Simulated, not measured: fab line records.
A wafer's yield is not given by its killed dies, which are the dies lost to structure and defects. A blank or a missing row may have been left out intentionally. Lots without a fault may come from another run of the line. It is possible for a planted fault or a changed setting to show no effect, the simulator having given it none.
What tool caused it? + flow n5Finfet + 72 wafers sampled from 24 lots at 1 step of a route of 1938

## WHAT THE GAUGES READ, wafer by wafer
N5_BEOL_M1_INSPECT_30: inspects for defects (brightfield).
| lot  | measured     | on               | rawDefectCount |
|------|--------------|------------------|----------------|
| L074 | day 6 05:46  | defectInspect-02 | 455 535 426    |
| L075 | day 6 10:49  | defectInspect-01 | 323 356 366    |
| L076 | day 7 00:04  | defectInspect-02 | 252 480 352    |
| L078 | day 7 04:40  | defectInspect-02 | 484 478 524    |
| L077 | day 7 11:14  | defectInspect-02 | 566 492 426    |
| L079 | day 7 11:55  | defectInspect-02 | 393 696 531    |
| L080 | day 7 16:29  | defectInspect-02 | 415 478 611    |
| L081 | day 7 19:05  | defectInspect-01 | 561 557 546    |
| L082 | day 8 02:57  | defectInspect-02 | 320 407 337    |
| L083 | day 8 11:52  | defectInspect-02 | 330 445 368    |
| L084 | day 8 18:55  | defectInspect-02 | 281 312 318    |
| L085 | day 9 03:58  | defectInspect-02 | 492 471 448    |
| L086 | day 9 08:51  | defectInspect-01 | 495 479 548    |
| L087 | day 9 12:16  | defectInspect-01 | 235 379 436    |
| L088 | day 9 19:50  | defectInspect-02 | 445 275 434    |
| L089 | day 9 20:03  | defectInspect-02 | 412 365 382    |
| L091 | day 10 07:13 | defectInspect-01 | 592 541 395    |
| L090 | day 10 07:29 | defectInspect-01 | 385 424 330    |
| L093 | day 10 20:34 | defectInspect-01 | 652 637 529    |
| L092 | day 10 23:33 | defectInspect-02 | 283 269 335    |
| L094 | day 11 10:46 | defectInspect-01 | 267 411 255    |
| L095 | day 11 11:08 | defectInspect-01 | 563 617 502    |
| L097 | day 11 22:59 | defectInspect-01 | 399 303 394    |
| L096 | day 11 23:11 | defectInspect-01 | 306 385 380    |

## EACH LOT AND THE TOOL THAT RAN IT (in order: tool; ch and the chambers of the sampled wafers; start)
Record: no process step prior to these readings.

## WHAT THE TOOLS THEMSELVES READ (means of the sampled wafers that have a number; where no wafer has one, the mark that the record gives instead)
The record holds no such reading with a usual standard deviation.

## THE ANSWER, worked out from the rows above alone
Rule: the usual values come from the lots themselves. The widest of any qualifying gaps counts: lots, ordered by their means at a reading, are off when they make up no more than a third of the lots, leave a main group of 4 or more, and stand apart from it by 3 or more times the standard deviation of that group's means. The tables above print the reading to a certain number of digits; a main group whose means all agree to those digits is not used. A lot without any number at a reading at which 4 lots or more have one is off too. Any other lot the step has rows for is counted as sound. The gauges are gone through in route order, then the tools' own readings, and for those a lot's mean is taken as printed above. At the first step where some lot is off, the reading lying furthest off is the one used; lots without a number count as furthest.
No lot is off on any of the readings shown, so nothing can be concluded from this.

## WHAT WAS PUT IN BY THE SIMULATOR
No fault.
